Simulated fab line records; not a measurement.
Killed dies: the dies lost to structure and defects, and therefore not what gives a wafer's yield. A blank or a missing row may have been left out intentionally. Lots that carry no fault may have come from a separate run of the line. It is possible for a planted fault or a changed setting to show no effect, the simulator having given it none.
fab line records	flow n5Finfet
[record] lots = 11	wafers = 33	lastDay = 17
route steps=1938 shown BEOL_M13@1699 BEOL_M14@1726 PASSIVATION@1936
lots that met no fault: from a run of the same line without faults
startH: hours from the record's opening day to when the first of the lot's shown wafers began	waitH: hours since the lot's step before	" as in the row above	L1.1+2: a row that stands for several wafers	- either no value or no given start	* or withheld: withheld	< > ~ a bound
route shown NAME@n: a module of which the file shows steps, and the number in the route of the first	usual: average and standard deviation across the fault-free wafers	same: alike in all rows	chamber/n: place in a boat	sites: per-site readings	_std_site: standard deviation of those values	_edge_site: outer sites' mean less inner sites'	radiusMm: for every site, how far away it sits from the centre of the wafer	mask NAME#n: copy n	behind: tool/chamber where the wafer was last shaped	hold: what put the lot on hold/how long, in hours/how the hold closed	device: names the non-switching transistor (n, p or np)	end of line: tests run on the same wafers once the route is complete	step lacking rows: just its recipe	killed: the dies lost at the first sort to structure and to defects; this is not the yield of the wafer	map: shows each die of a wafer: x if killed, . if not, _ if none is there
set.NAME: the setting as run; set.NAME@STEP: as run at that earlier step	model.NAME: the simulator's own value behind a step, which no gauge read
a sample of lots followed through the steps of the route, with each step as a table and each wafer as a row
services: the hour from which a tool's chamber was out of use, counted from the record's first day as startH (under 0 if before that day), plus the number of hours and why
[[steps]]
[step N5_BEOL_M13_STRIP_37]
[recipe] chemistry = N2/H2	powerW = 1000	tempC = 250	h2Frac = 0.65	overashFraction = 0.3	pressureMtorr = withheld	n2FlowSccm = 1750	h2FlowSccm = 3250
[usual] drypumpMotorCurrentA = 5.4/0.65	heaterPowerW = 307/8	oesProductAu = 0.782/0.012
lot.wafer	tool	chamber	startH	waitH	drypumpMotorCurrentA	heaterPowerW	oesProductAu	rfHoursCounterH
L838.2	plasmaAsher-02	0	248.06	0.0	4.8	289	0.799	119
L838.3	"	0	"	"	4.8	301	0.772	-
L838.6	"	1	"	"	6.2	298	0.770	-
L839.1	plasmaAsher-01	1	250.23	0.0	4.7	318	0.785	75
L839.3	"	0	"	"	5.9	308	0.780	-
L839.6	"	0	"	"	5.9	317	0.780	-
L841.3	plasmaAsher-02	0	259.59	0.1	4.9	296	0.762	-
L841.4	"	1	"	"	6.2	309	0.801	-
L841.5	"	0	"	"	4.8	298	0.772	-
L843.2	plasmaAsher-01	0	278.58	0.0	5.9	308	0.791	81
L843.3	"	1	"	"	4.7	310	0.777	-
L843.4	"	0	"	"	5.9	310	0.770	-
L845.1	plasmaAsher-02	1	303.16	0.0	6.1	314	0.775	127
L845.4	"	0	"	"	4.8	297	0.778	-
L845.5	"	1	"	"	6.2	310	0.772	-
L852.2	plasmaAsher-01	1	334.56	0.2	4.7	318	0.780	95
L852.3	"	1	"	"	4.7	317	0.780	-
L852.5	"	0	"	"	5.9	312	0.789	-
L853.1	plasmaAsher-02	0	344.89	0.0	4.8	297	0.806	134
L853.3	"	1	"	"	6.2	304	0.765	-
L853.5	"	0	"	"	4.8	299	0.792	-
L856.2	plasmaAsher-02	1	352.81	0.0	6.2	306	0.781	136
L856.4	"	0	"	"	4.8	296	0.795	-
L856.6	"	0	"	"	4.8	294	0.785	-
L855.3	plasmaAsher-02	1	353.42	0.1	6.2	316	0.773	-
L855.5	"	0	"	"	4.8	289	0.775	-
L855.6	"	1	"	"	6.2	311	0.790	-
L857.1	plasmaAsher-02	1	362.97	0.0	6.2	308	0.771	138
L857.2	"	0	"	"	4.8	293	0.776	138
L857.4	"	1	"	"	6.2	305	0.772	-
L859.2	plasmaAsher-01	0	373.53	0.0	5.9	309	0.782	104
L859.5	"	1	"	"	4.7	318	0.792	-
L859.6	"	0	"	"	5.9	306	0.784	-
[step N5_BEOL_M13_SPUTTER_44]
[recipe] material = Ta	targetThkA = 100	tempC = 50	biasV = 80	powerW = 15000	chamberPressurePa = 0.07	timeS = 16.13
[usual] substrateTempC = 50.00/0.13	throttleValvePct = 29.7/0.72
lot.wafer	tool	chamber	startH	waitH	substrateTempC	throttleValvePct
L838.2	pvdSputter-01	-	248.55	0.0	50.25	29.1
L838.3	"	-	"	"	50.01	29.9
L838.6	"	-	"	"	50.05	29.0
L839.1	pvdSputter-02	-	255.01	0.0	50.07	30.6
L839.3	"	-	"	"	49.81	28.5
L839.6	"	-	"	"	49.98	29.5
L841.3	pvdSputter-03	-	262.07	0.0	50.08	30.2
L841.4	"	-	"	"	50.00	30.3
L841.5	"	-	"	"	50.03	30.6
L843.2	pvdSputter-02	-	279.44	0.0	50.14	30.1
L843.3	"	-	"	"	49.98	30.6
L843.4	"	-	"	"	49.93	28.6
L845.1	pvdSputter-01	-	303.77	0.0	50.06	29.6
L845.4	"	-	"	"	49.78	29.1
L845.5	"	-	"	"	50.08	28.5
L852.2	pvdSputter-02	-	336.44	0.0	50.14	28.6
L852.3	"	-	"	"	49.91	30.5
L852.5	"	-	"	"	49.88	30.6
L853.1	pvdSputter-01	-	345.81	0.0	49.85	28.7
L853.3	"	-	"	"	50.11	29.2
L853.5	"	-	"	"	49.97	29.8
L856.2	pvdSputter-01	-	353.88	0.0	49.93	29.0
L856.4	"	-	"	"	50.06	29.7
L856.6	"	-	"	"	50.18	28.9
L855.3	pvdSputter-02	-	355.19	0.0	50.01	29.6
L855.5	"	-	"	"	50.28	30.7
L855.6	"	-	"	"	50.09	29.2
L857.1	pvdSputter-02	-	363.55	0.0	50.16	30.6
L857.2	"	-	"	"	49.96	28.5
L857.4	"	-	"	"	49.99	30.2
L859.2	pvdSputter-03	-	377.63	0.0	49.84	29.5
L859.5	"	-	"	"	50.32	31.2
L859.6	"	-	"	"	49.82	30.4
[step N5_BEOL_M13_DEP_53]
[recipe] material = SiCN	targetThkA = 500	tempC = withheld	precursor = 3MS/NH3	pressureTorr = 3	rfW = 675	timeS = 17.8
[usual] chamberPressureTorr = 3.001/0.0073	showerheadPlenumPTorr = 4.162/0.025	showerheadVppV = 1581/53	throttleValvePct = 18.3/0.91
lot.wafer	tool	chamber	startH	waitH	chamberPressureTorr	showerheadPlenumPTorr	showerheadVppV	sinceWetCleanH	throttleValvePct
L838.2	pecvd-01	0	249.68	0.0	3.010	4.207	1695	1316	19.6
L838.3	"	1	"	"	3.001	4.183	1563	2041	17.6
L838.6	"	2	"	"	3.008	4.187	1644	-	19.2
L839.1	pecvd-02	2	256.29	0.0	2.998	4.134	1520	206	17.0
L839.3	"	1	"	"	3.007	4.147	1574	1685	19.0
L839.6	"	0	"	"	3.007	4.148	1615	-	18.4
L841.3	pecvd-02	2	263.21	0.0	2.991	4.118	1543	-	16.9
L841.4	"	0	"	"	2.997	4.154	1601	-	18.5
L841.5	"	2	"	"	2.992	4.126	1530	-	17.3
L843.2	pecvd-04	2	280.47	0.0	2.994	4.179	1659	412	17.0
L843.3	"	0	"	"	2.990	4.167	1547	1166	17.8
L843.4	"	1	"	"	2.989	4.188	1529	-	18.9
L845.1	pecvd-02	2	304.78	0.0	3.011	4.121	1536	255	17.1
L845.4	"	2	"	"	3.007	4.110	1523	-	16.8
L845.5	"	0	"	"	3.015	4.148	1587	-	18.5
L852.2	pecvd-02	1	337.46	0.0	3.005	4.140	1580	1766	19.2
L852.3	"	0	"	"	2.998	4.136	1593	1041	18.7
L852.5	"	2	"	"	3.017	4.115	1539	-	16.8
L853.1	pecvd-02	1	346.87	0.0	3.000	4.151	1598	1776	19.3
L853.3	"	2	"	"	3.002	4.125	1549	297	17.0
L853.5	"	1	"	"	3.000	4.154	1564	-	19.3
L856.2	pecvd-01	0	355.15	0.0	3.010	4.206	1724	1422	19.9
L856.4	"	1	"	"	3.002	4.184	1556	-	18.1
L856.6	"	0	"	"	3.007	4.213	1696	-	19.8
L855.3	pecvd-04	2	356.21	0.0	3.001	4.189	1654	487	17.4
L855.5	"	2	"	"	3.000	4.179	1635	-	17.2
L855.6	"	0	"	"	3.011	4.173	1532	-	18.0
L857.1	pecvd-04	2	364.58	0.0	2.992	4.177	1634	496	17.3
L857.2	"	0	"	"	2.997	4.186	1484	1250	17.9
L857.4	"	1	"	"	2.999	4.172	1547	-	18.9
L859.2	pecvd-01	2	378.65	0.0	3.000	4.188	1666	691	19.6
L859.5	"	1	"	"	2.999	4.181	1573	-	18.0
L859.6	"	2	"	"	3.007	4.185	1627	-	19.3
[step N5_BEOL_M13_INSPECT_55]
[recipe] inspectInstrument = darkfield	mode = postDep
[usual] rawDefectCount = 74/25
lot.wafer	tool	chamber	startH	waitH	rawDefectCount
L838.2	defectInspect-02	-	249.77	0.0	91
L838.3	"	-	"	"	41
L838.6	"	-	"	"	57
L839.1	defectInspect-02	-	256.38	0.0	99
L839.3	"	-	"	"	96
L839.6	"	-	"	"	55
L841.3	defectInspect-01	-	263.30	0.0	40
L841.4	"	-	"	"	79
L841.5	"	-	"	"	80
L843.2	defectInspect-01	-	280.56	0.0	88
L843.3	"	-	"	"	121
L843.4	"	-	"	"	86
L845.1	defectInspect-01	-	304.88	0.0	82
L845.4	"	-	"	"	87
L845.5	"	-	"	"	52
L852.2	defectInspect-02	-	337.55	0.0	77
L852.3	"	-	"	"	92
L852.5	"	-	"	"	654
L853.1	defectInspect-02	-	346.96	0.0	54
L853.3	"	-	"	"	686
L853.5	"	-	"	"	52
L856.2	defectInspect-02	-	355.24	0.0	56
L856.4	"	-	"	"	32
L856.6	"	-	"	"	56
L855.3	defectInspect-02	-	356.30	0.0	80
L855.5	"	-	"	"	78
L855.6	"	-	"	"	102
L857.1	defectInspect-02	-	364.68	0.0	63
L857.2	"	-	"	"	49
L857.4	"	-	"	"	83
L859.2	defectInspect-02	-	378.76	0.0	28
L859.5	"	-	"	"	53
L859.6	"	-	"	"	39
[step N5_BEOL_M14_CD_MEAS_10]
[recipe] targetCdNm = 250	landingEnergyEv = 500	detector = seInlens	polarity = opening
[usual] cdNm = 251/3.5
lot.wafer	tool	chamber	startH	waitH	cdNm
L838.2	cdSem-03	0	250.31	-	250
L838.3	"	0	"	"	253
L838.6	"	0	"	"	253
L839.1	cdSem-02	0	257.04	-	248
L839.3	"	0	"	"	249
L839.6	"	0	"	"	247
L841.3	cdSem-03	0	263.96	-	252
L841.4	"	0	"	"	255
L841.5	"	0	"	"	251
L843.2	cdSem-03	0	281.10	-	255
L843.3	"	0	"	"	251
L843.4	"	0	"	"	259
L845.1	cdSem-01	0	305.41	-	257
L845.4	"	0	"	"	253
L845.5	"	0	"	"	254
L852.2	cdSem-01	0	338.21	-	249
L852.3	"	0	"	"	248
L852.5	"	0	"	"	252
L853.1	cdSem-03	0	347.70	-	252
L853.3	"	0	"	"	251
L853.5	"	0	"	"	252
L856.2	cdSem-03	0	355.78	-	254
L856.4	"	0	"	"	254
L856.6	"	0	"	"	256
L855.3	cdSem-01	0	357.04	-	253
L855.5	"	0	"	"	252
L855.6	"	0	"	"	253
L857.1	cdSem-02	0	365.21	-	248
L857.2	"	0	"	"	252
L857.4	"	0	"	"	249
L859.2	cdSem-03	0	379.30	-	244
L859.5	"	0	"	"	247
L859.6	"	0	"	"	246
[step N5_PASSIVATION_PROBE_49]
[usual] defectLimitedYield = 91.4/1.4	killed_at_M0_to_M3 = 34/8.9	killed_at_M4_up = 13/4.6	killedAtContacts = 12/5.5	killedAtFrontEnd = 41/11	killedAtOther = 3.1/2.9	killedDies = 102/16	killedOnRim = 13/4.2	killedOpen = 66/11	killedShort = 34/7.6	sort_bin_4_leakage = 0.01/0.14	sort_bin_5_function = 5.1/0.89	sort_bin_6_memory = 3.2/0.61	sort_bin_8_speed = 0.02/0.12	sortNPass = 1078/16
[same] grossDies = 1180	killedAtBackSide = 0
lot.wafer	tool	chamber	startH	waitH	defectLimitedYield[%]	killed_at_M0_to_M3	killed_at_M4_up	killedAtContacts	killedAtFrontEnd	killedAtOther	killedDies	killedOnRim	killedOpen	killedShort	sort_bin_4_leakage[%]	sort_bin_5_function[%]	sort_bin_6_memory[%]	sort_bin_8_speed[%]	sortNPass
L838.2	prober-01	-	277.57	0.1	91.8	38	14	12	31	2	97	19	68	28	0	4.7	3.3	0	1083
L838.3	prober-01	-	277.62	0.1	90.8	32	11	13	50	2	108	12	67	31	0	5.3	2.7	0	1072
L838.6	prober-01	-	277.77	0.3	92.4	31	14	2	42	1	90	12	67	22	0	4.2	3.4	0	1090
L839.1	prober-02	-	281.26	0.0	90.1	30	11	13	63	0	117	12	81	34	0	5.2	4.2	0	1063
L839.3	prober-02	-	281.36	0.1	91.4	20	9	11	59	2	101	14	64	37	0	4.8	3.3	0	1079
L839.6	prober-02	-	281.51	0.3	89.7	27	27	12	53	3	122	15	79	34	0	6.4	3.1	0	1058
L841.3	prober-02	-	290.44	0.1	90.8	45	10	16	37	1	109	17	68	41	0	5.1	3.6	0	1071
L841.4	prober-02	-	290.49	0.2	91.9	35	9	19	32	1	96	9	65	29	0	4.6	3.2	0	1084
L841.5	prober-02	-	290.54	0.2	92.9	31	14	7	29	3	84	8	53	31	0	4.4	2.5	0	1096
L843.2	prober-01	-	305.85	0.1	89.2	32	11	10	67	7	127	14	75	42	0	5.9	3.9	0	1053
L843.3	prober-01	-	305.90	0.1	90.1	35	9	16	52	5	117	10	70	47	0	6.2	3.4	0	1063
L843.4	prober-01	-	305.95	0.2	90.5	28	13	18	53	0	112	15	73	38	0	5.4	3.7	0	1068
L845.1	prober-02	-	332.69	0.0	89.7	39	13	21	46	2	121	15	78	36	0	5.5	3.9	0	1059
L845.4	prober-02	-	332.84	0.2	89.5	37	16	15	53	3	124	16	94	27	0	6.1	4.2	0	1056
L845.5	prober-02	-	332.89	0.2	92.9	19	13	10	37	5	84	15	62	21	0	4.4	2.5	0	1096
L852.2	prober-02	-	362.51	0.1	92.7	28	14	13	29	2	86	17	54	24	1.61	4.0	2.5	0	1075
L852.3	prober-02	-	362.56	0.1	93.5	32	14	7	21	3	77	13	46	29	0	4.4	1.9	0	1103
L852.5	prober-02	-	362.66	0.2	84.4	29	118	5	30	2	184	30	62	21	0	8.6	4.0	0	996
L853.1	prober-01	-	374.09	0.0	90.0	33	17	10	53	5	118	14	73	44	0	6.5	3.1	0	1062
L853.3	prober-01	-	374.19	0.1	82.1	32	116	4	55	4	211	31	75	39	0	10.7	4.7	0	969
L853.5	prober-01	-	374.29	0.2	92.1	32	13	15	31	2	93	11	62	31	0	4.6	3.1	0	1087
L856.2	prober-01	-	380.96	0.1	92.7	19	10	22	35	0	86	8	53	32	0	3.9	3.1	0.08	1094
L856.4	prober-01	-	381.06	0.2	91.4	41	15	15	27	3	101	20	68	32	0	5.8	2.5	0	1079
L856.6	prober-01	-	381.16	0.3	92.5	29	21	14	22	2	88	13	67	19	0	4.7	2.6	0	1092
L855.3	prober-02	-	384.82	0.1	91.4	40	9	14	38	1	102	13	70	32	0	5.5	3.0	0	1078
L855.5	prober-02	-	384.92	0.2	91.2	38	19	7	39	1	104	16	71	33	0	5.2	3.5	0	1076
L855.6	prober-02	-	384.97	0.3	89.2	52	17	15	39	5	128	11	84	44	0	5.8	4.5	0	1052
L857.1	prober-02	-	391.92	0.0	92.0	44	16	5	25	4	94	9	54	37	0	4.7	2.7	0	1086
L857.2	prober-02	-	391.97	0.1	90.3	37	16	16	38	7	114	20	81	31	0	5.4	3.9	0	1066
L857.4	prober-02	-	392.07	0.2	91.4	32	10	11	48	0	101	14	60	41	0	5.3	2.9	0	1079
L859.2	prober-01	-	407.83	0.1	92.8	25	14	7	38	1	85	14	45	38	0	3.8	2.5	0.17	1095
L859.5	prober-01	-	407.98	0.2	92.8	33	16	7	27	2	85	14	55	30	0	3.4	3.6	0	1095
L859.6	prober-01	-	408.03	0.3	91.1	42	19	6	36	2	105	18	63	42	0	5.6	3.1	0	1075
// killed by level:class
L838.2 MOL_CONTACT_COAG:geometricParticle:open=9 BEOL_M1:geometricParticle:open=9 FIN_SAQP:geometricParticle:open=8 BEOL_M2:geometricParticle:open=8 BEOL_M3:geometricParticle:open=6 BEOL_M4:geometricParticle:open=6 FIN_SAQP:geometricParticle:short=5 GATE_CUT:geometricParticle:short=5
L838.3 FIN_SAQP:geometricParticle:open=12 MOL_CONTACT_COAG:geometricParticle:open=12 BEOL_M0_SAQP:geometricParticle:short=10 FIN_SAQP:geometricParticle:short=9 HKMG_FIN:areaEtch=9 BEOL_M3:geometricParticle:open=8 GATE_CUT:geometricParticle:short=6 DUMMY_GATE:geometricParticle:open=5
L838.6 BEOL_M3:geometricParticle:open=11 FIN_SAQP:geometricParticle:open=10 FIN_SAQP:geometricParticle:short=8 BEOL_M2:geometricParticle:open=6 STI_FIN_REVEAL:geometricParticle:open=5 BEOL_M0_SAQP:geometricParticle:open=5 BEOL_M7:geometricParticle:open=5 STARTING-WAFER:geometricParticle:open=5
L839.1 STI_FIN_REVEAL:geometricParticle:open=17 MOL_CONTACT_COAG:geometricParticle:open=10 BEOL_M1:geometricParticle:open=9 FIN_SAQP:geometricParticle:open=7 DUMMY_GATE:geometricParticle:open=7 BEOL_M0_SAQP:geometricParticle:short=7 GATE_CUT:geometricParticle:open=6 BEOL_M4:geometricParticle:open=6
L839.3 FIN_SAQP:geometricParticle:open=18 FIN_SAQP:geometricParticle:short=12 MOL_CONTACT_COAG:geometricParticle:open=8 STI_FIN_REVEAL:geometricParticle:open=6 DUMMY_GATE:geometricParticle:open=6 STARTING-WAFER:geometricParticle:short=6 BEOL_M3:geometricParticle:open=5 BEOL_M1:geometricParticle:open=4
L839.6 MOL_CONTACT_COAG:geometricParticle:open=11 BEOL_M4:geometricParticle:open=11 FIN_SAQP:geometricParticle:short=8 BEOL_M1:geometricParticle:open=8 HKMG_FIN:areaEtch=8 STI_FIN_REVEAL:geometricParticle:open=7 BEOL_M5:geometricParticle:open=7 DUMMY_GATE:geometricParticle:open=6
L841.3 BEOL_M1:geometricParticle:open=16 MOL_CONTACT_COAG:geometricParticle:open=13 GATE_CUT:geometricParticle:short=8 STI_FIN_REVEAL:geometricParticle:open=7 BEOL_M3:geometricParticle:open=7 FIN_SAQP:geometricParticle:open=5 FIN_SAQP:geometricParticle:short=5 BEOL_M0_SAQP:geometricParticle:short=5
L841.4 MOL_CONTACT_COAG:geometricParticle:open=16 BEOL_M3:geometricParticle:open=11 BEOL_M1:geometricParticle:open=11 BEOL_M3:geometricParticle:short=7 FIN_SAQP:geometricParticle:open=5 DUMMY_GATE:geometricParticle:open=5 STARTING-WAFER:geometricParticle:short=5 FIN_SAQP:geometricParticle:short=4
L841.5 FIN_SAQP:geometricParticle:open=6 BEOL_M2:geometricParticle:open=6 STI_FIN_REVEAL:geometricParticle:open=5 DUMMY_GATE:geometricParticle:open=5 BEOL_M0_SAQP:geometricParticle:short=5 BEOL_M1:geometricParticle:open=5 MOL_CONTACT_COAG:geometricParticle:open=4 BEOL_M3:geometricParticle:short=4
L843.2 STI_FIN_REVEAL:geometricParticle:open=15 DUMMY_GATE:geometricParticle:open=9 HKMG_FIN:areaEtch=9 MOL_CONTACT_COAG:geometricParticle:open=8 FIN_SAQP:geometricParticle:short=7 BEOL_M0_SAQP:geometricParticle:short=7 BEOL_M1:geometricParticle:open=7 FIN_SAQP:geometricParticle:open=6
L843.3 STI_FIN_REVEAL:geometricParticle:open=22 BEOL_M0_SAQP:geometricParticle:short=16 BEOL_M0_SAQP:geometricParticle:open=13 MOL_CONTACT_COAG:geometricParticle:open=12 STI_FIN_REVEAL:geometricParticle:short=5 FIN_SAQP:geometricParticle:short=4 FIN_SAQP:geometricParticle:open=4 DUMMY_GATE:geometricParticle:open=4
L843.4 FIN_SAQP:geometricParticle:short=17 MOL_CONTACT_COAG:geometricParticle:open=16 FIN_SAQP:geometricParticle:open=14 BEOL_M0_SAQP:geometricParticle:short=9 STI_FIN_REVEAL:geometricParticle:open=6 BEOL_M2:geometricParticle:open=6 BEOL_M4:geometricParticle:open=6 BEOL_M0_SAQP:geometricParticle:open=4
L845.1 MOL_CONTACT_COAG:geometricParticle:open=19 FIN_SAQP:geometricParticle:open=11 BEOL_M0_SAQP:geometricParticle:short=11 BEOL_M3:geometricParticle:open=10 BEOL_M4:geometricParticle:open=8 FIN_SAQP:geometricParticle:short=7 HKMG_FIN:areaEtch=7 STI_FIN_REVEAL:geometricParticle:open=6
L845.4 STI_FIN_REVEAL:geometricParticle:open=19 BEOL_M3:geometricParticle:open=16 FIN_SAQP:geometricParticle:open=15 MOL_CONTACT_COAG:geometricParticle:open=12 FIN_SAQP:geometricParticle:short=6 BEOL_M0_SAQP:geometricParticle:open=6 BEOL_M2:geometricParticle:open=5 BEOL_M5:geometricParticle:open=4
L845.5 FIN_SAQP:geometricParticle:short=10 MOL_CONTACT_COAG:geometricParticle:open=10 FIN_SAQP:geometricParticle:open=8 BEOL_M3:geometricParticle:open=7 STI_FIN_REVEAL:geometricParticle:open=5 DUMMY_GATE:geometricParticle:open=5 BEOL_M0_SAQP:geometricParticle:open=4 BEOL_M4:geometricParticle:open=4
L852.2 MOL_CONTACT_COAG:geometricParticle:open=10 BEOL_M0_SAQP:geometricParticle:open=9 HKMG_FIN:areaEtch=7 BEOL_M0_SAQP:geometricParticle:short=6 BEOL_M4:geometricParticle:open=6 BEOL_M1:geometricParticle:open=5 BEOL_M3:geometricParticle:open=4 STI_FIN_REVEAL:geometricParticle:open=3
L852.3 BEOL_M0_SAQP:geometricParticle:open=9 MOL_CONTACT_COAG:geometricParticle:open=7 BEOL_M0_SAQP:geometricParticle:short=7 BEOL_M4:geometricParticle:open=7 FIN_SAQP:geometricParticle:open=4 BEOL_M3:geometricParticle:open=4 FIN_SAQP:geometricParticle:short=3 BEOL_M1:geometricParticle:open=3
L852.5 BEOL_M13:unspecified=96 BEOL_M4:geometricParticle:open=14 BEOL_M1:geometricParticle:open=8 BEOL_M0_SAQP:geometricParticle:short=6 STI_FIN_REVEAL:geometricParticle:open=6 FIN_SAQP:geometricParticle:open=5 BEOL_M3:geometricParticle:open=5 MOL_CONTACT_COAG:geometricParticle:open=5
L853.1 FIN_SAQP:geometricParticle:short=14 STI_FIN_REVEAL:geometricParticle:open=12 MOL_CONTACT_COAG:geometricParticle:open=9 FIN_SAQP:geometricParticle:open=8 DUMMY_GATE:geometricParticle:open=7 BEOL_M4:geometricParticle:open=7 BEOL_M0_SAQP:geometricParticle:short=6 BEOL_M0_SAQP:geometricParticle:open=5
L853.3 BEOL_M13:unspecified=97 FIN_SAQP:geometricParticle:short=15 STI_FIN_REVEAL:geometricParticle:open=13 FIN_SAQP:geometricParticle:open=10 BEOL_M0_SAQP:geometricParticle:short=8 BEOL_M0_SAQP:geometricParticle:open=8 BEOL_M1:geometricParticle:open=7 BEOL_M4:geometricParticle:open=6
L853.5 MOL_CONTACT_COAG:geometricParticle:open=11 GATE_CUT:geometricParticle:short=7 BEOL_M1:geometricParticle:open=7 BEOL_M4:geometricParticle:open=6 DUMMY_GATE:geometricParticle:open=5 BEOL_M0_SAQP:geometricParticle:open=5 BEOL_M2:geometricParticle:open=5 BEOL_M3:geometricParticle:open=5
L856.2 MOL_CONTACT_COAG:geometricParticle:open=17 DUMMY_GATE:geometricParticle:open=6 GATE_CUT:geometricParticle:short=6 BEOL_M0_SAQP:geometricParticle:short=6 BEOL_M4:geometricParticle:open=6 STARTING-WAFER:geometricParticle:short=6 MOL_CONTACT_COAG:geometricParticle:short=5 STARTING-WAFER:geometricParticle:open=4
L856.4 MOL_CONTACT_COAG:geometricParticle:open=14 BEOL_M0_SAQP:geometricParticle:open=13 BEOL_M3:geometricParticle:open=12 DUMMY_GATE:geometricParticle:open=7 FIN_SAQP:geometricParticle:short=6 BEOL_M0_SAQP:geometricParticle:short=5 STARTING-WAFER:geometricParticle:short=5 BEOL_M4:geometricParticle:open=4
L856.6 MOL_CONTACT_COAG:geometricParticle:open=12 BEOL_M4:geometricParticle:open=12 BEOL_M3:geometricParticle:open=10 BEOL_M0_SAQP:geometricParticle:open=9 BEOL_M2:geometricParticle:open=6 DUMMY_GATE:geometricParticle:open=4 STARTING-WAFER:geometricParticle:short=4 GATE_CUT:geometricParticle:open=3
L855.3 FIN_SAQP:geometricParticle:open=11 BEOL_M3:geometricParticle:open=10 MOL_CONTACT_COAG:geometricParticle:open=10 BEOL_M1:geometricParticle:open=10 BEOL_M0_SAQP:geometricParticle:short=8 DUMMY_GATE:geometricParticle:open=7 BEOL_M4:geometricParticle:open=5 DUMMY_GATE:geometricParticle:short=4
L855.5 BEOL_M0_SAQP:geometricParticle:open=9 FIN_SAQP:geometricParticle:open=8 BEOL_M0_SAQP:geometricParticle:short=8 MOL_CONTACT_COAG:geometricParticle:open=7 BEOL_M5:geometricParticle:open=7 STI_FIN_REVEAL:geometricParticle:open=6 DUMMY_GATE:geometricParticle:open=6 BEOL_M2:geometricParticle:open=5
L855.6 FIN_SAQP:geometricParticle:open=12 BEOL_M0_SAQP:geometricParticle:open=12 MOL_CONTACT_COAG:geometricParticle:open=11 BEOL_M0_SAQP:geometricParticle:short=11 BEOL_M3:geometricParticle:open=10 FIN_SAQP:geometricParticle:short=5 STARTING-WAFER:geometricParticle:open=5 BEOL_M2:geometricParticle:short=5
L857.1 BEOL_M0_SAQP:geometricParticle:short=14 BEOL_M0_SAQP:geometricParticle:open=9 BEOL_M1:geometricParticle:open=9 BEOL_M4:geometricParticle:open=8 BEOL_M3:geometricParticle:open=6 ILD0:geometricParticle:short=4 ILD0:geometricParticle:open=4 BEOL_M4:geometricParticle:short=4
L857.2 STI_FIN_REVEAL:geometricParticle:open=15 BEOL_M0_SAQP:geometricParticle:open=14 MOL_CONTACT_COAG:geometricParticle:open=14 BEOL_M4:geometricParticle:open=12 BEOL_M0_SAQP:geometricParticle:short=8 BEOL_M2:geometricParticle:open=5 FIN_SAQP:geometricParticle:short=4 STARTING-WAFER:geometricParticle:short=4
L857.4 STI_FIN_REVEAL:geometricParticle:open=9 BEOL_M0_SAQP:geometricParticle:open=9 ILD0:geometricParticle:short=8 BEOL_M0_SAQP:geometricParticle:short=7 MOL_CONTACT_COAG:geometricParticle:open=7 BEOL_M3:geometricParticle:open=7 FIN_SAQP:geometricParticle:open=6 FIN_SAQP:geometricParticle:short=5
L859.2 STI_FIN_REVEAL:geometricParticle:open=8 MOL_CONTACT_COAG:geometricParticle:open=6 DUMMY_GATE:geometricParticle:open=5 BEOL_M0_SAQP:geometricParticle:short=5 BEOL_M3:geometricParticle:short=5 FIN_SAQP:geometricParticle:open=4 FIN_SAQP:geometricParticle:short=4 BEOL_M0_SAQP:geometricParticle:open=4
L859.5 BEOL_M4:geometricParticle:open=12 BEOL_M3:geometricParticle:open=9 BEOL_M0_SAQP:geometricParticle:short=8 BEOL_M0_SAQP:geometricParticle:open=6 STI_FIN_REVEAL:geometricParticle:open=5 STARTING-WAFER:geometricParticle:short=5 MOL_CONTACT_COAG:geometricParticle:open=4 STARTING-WAFER:geometricParticle:open=4
L859.6 BEOL_M0_SAQP:geometricParticle:short=11 STI_FIN_REVEAL:geometricParticle:open=7 BEOL_M0_SAQP:geometricParticle:open=7 BEOL_M3:geometricParticle:open=7 FIN_SAQP:geometricParticle:open=6 BEOL_M4:geometricParticle:open=6 FIN_SAQP:geometricParticle:short=5 BEOL_M1:geometricParticle:short=5
[[services]]
tool	chamber	startH	hours	kind
pecvd-01	0	225.32	5.5	scheduledDown
pecvd-02	1	261.67	13.0	repair
plasmaAsher-02	-	267.50	2.8	pm
pecvd-01	-	271.15	6.0	pm
pecvd-02	0	281.59	5.5	scheduledDown
plasmaAsher-02	-	283.12	9.5	repair
pecvd-04	-	307.90	2.5	repair
plasmaAsher-01	-	337.33	0.8	repair
pecvd-02	2	337.95	5.5	scheduledDown
plasmaAsher-01	-	343.98	1.4	repair
pecvd-02	-	348.21	5.5	pm
pvdSputter-01	-	366.77	2.1	repair
pecvd-01	0	376.50	2.1	repair
[[key]]
[firstSign] step = N5_BEOL_M13_INSPECT_55	reading = rawDefectCount	direction = up	sigmas = 24	usual = 74	struck = 670
[effect] step = N5_PASSIVATION_PROBE_49	reading = killed_at_M4_up	direction = up	sigmas = 23	usual = 13	struck = 117
[moreKillsBornAt] N5_BEOL_M13_DEP_53@pecvd-02 = 193
metAt N5_BEOL_M13_DEP_53
struckLots L852,L853
struckWafers L852.5,L853.3
notActingAt N5_BEOL_M13_STRIP_37,N5_BEOL_M13_SPUTTER_44,N5_BEOL_M14_CD_MEAS_10
onsetBetween 304.78 337.46
[fault] kind = chamberParticleSource	tool = pecvd-02	chamber = 2	onsetH = 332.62	steps = N5_BEOL_M13_DEP_53	ratePerVisitCm2 = 0.97636	endH = 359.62
